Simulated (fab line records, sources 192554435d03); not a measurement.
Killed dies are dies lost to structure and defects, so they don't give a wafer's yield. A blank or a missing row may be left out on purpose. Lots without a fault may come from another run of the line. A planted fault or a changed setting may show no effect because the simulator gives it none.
Split-lot experiment | flow n5_finfet | 7 lots, 21 wafers read, on a route of 1938 steps

THE SPLIT
At N5_BEOL_M12_SPUTTER_44 (material Ta, target thk 10 nm, time 16.13 s), the setting time_s was moved away from the recipe's 16.13 s on 7 of the 21 wafers read, by -12.6% to +8.2%. The other wafers ran this setting at the recipe's value.

The reading is taken at the split's own step.

THE READING
Ta_of_BEOL_M12_SPUTTER_44.thk_nm (the simulator's own value, which no gauge read), in nm, at N5_BEOL_M12_SPUTTER_44 (material Ta, target thk 10 nm, time 16.13 s). The file gives no usual value for it. The 14 wafers here that ran the recipe average 9.9 nm, standard deviation 0.099 nm.

wafer  | tool, chamber at the split | time_s as run, s | against the recipe | Ta_of_BEOL_M12_SPUTTER_44.thk_nm, nm | against lot-mates on the recipe
L074.2 | pvd_sputter-03, -          | 16.13            | recipe             | 9.8                                  | -
L074.3 | pvd_sputter-03, -          | 16.13            | recipe             | 9.8                                  | -
L074.5 | pvd_sputter-03, -          | 16.13            | recipe             | 9.8                                  | -
L081.3 | pvd_sputter-02, -          | 17.45            | +8.2%              | 10.6                                 | +0.8
L081.4 | pvd_sputter-02, -          | 17.45            | +8.2%              | 10.6                                 | +0.8
L081.5 | pvd_sputter-02, -          | 16.13            | recipe             | 9.8                                  | -
L084.1 | pvd_sputter-03, -          | 16.13            | recipe             | 9.8                                  | -
L084.4 | pvd_sputter-03, -          | 16.13            | recipe             | 9.8                                  | -
L084.6 | pvd_sputter-03, -          | 16.13            | recipe             | 9.8                                  | -
L092.1 | pvd_sputter-03, -          | 16.13            | recipe             | 10                                   | -
L092.3 | pvd_sputter-03, -          | 14.1             | -12.6%             | 8.6                                  | -1.4
L092.4 | pvd_sputter-03, -          | 14.1             | -12.6%             | 8.8                                  | -1.2
L088.2 | pvd_sputter-03, -          | 16.13            | recipe             | 10                                   | -
L088.5 | pvd_sputter-03, -          | 16.13            | recipe             | 10                                   | -
L088.6 | pvd_sputter-03, -          | 16.13            | recipe             | 10                                   | -
L089.2 | pvd_sputter-03, -          | 14.97            | -7.2%              | 9.2                                  | -0.8
L089.5 | pvd_sputter-03, -          | 14.97            | -7.2%              | 9.2                                  | -0.8
L089.6 | pvd_sputter-03, -          | 16.13            | recipe             | 10                                   | -
L093.1 | pvd_sputter-03, -          | 14.33            | -11.2%             | 9                                    | -0.9
L093.5 | pvd_sputter-03, -          | 16.13            | recipe             | 9.8                                  | -
L093.6 | pvd_sputter-03, -          | 16.13            | recipe             | 10                                   | -

THE FIT
A straight line over all 21 wafers: Ta_of_BEOL_M12_SPUTTER_44.thk_nm changes by +0.09 nm for each +1% of time_s; r = +0.98; the points scatter about the line by 0.097 nm.
The same after taking each lot's own level away (the mean of its wafers on the recipe; 21 wafers): +0.099 nm for each +1%; r = +0.99; scatter 0.074 nm.
On that fit, the largest move of time_s shifts the reading by 1.2 nm.
The lots' own levels span 9.80 to 10.00 nm, that is 2.0 times the standard deviation above.
So the lot-to-lot level changes the slope little: the two slopes agree.
Check: with one of the wafers moved furthest among these (-12.6%) left out of the fit, the line predicts -1.2 nm for it against its lot-mates. It came out at -1.4 nm against them.

THE FILE'S OWN FIT
Ta_of_BEOL_M12_SPUTTER_44.thk_nm changes by +0.0964 nm for each +1% of time_s, r = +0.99.
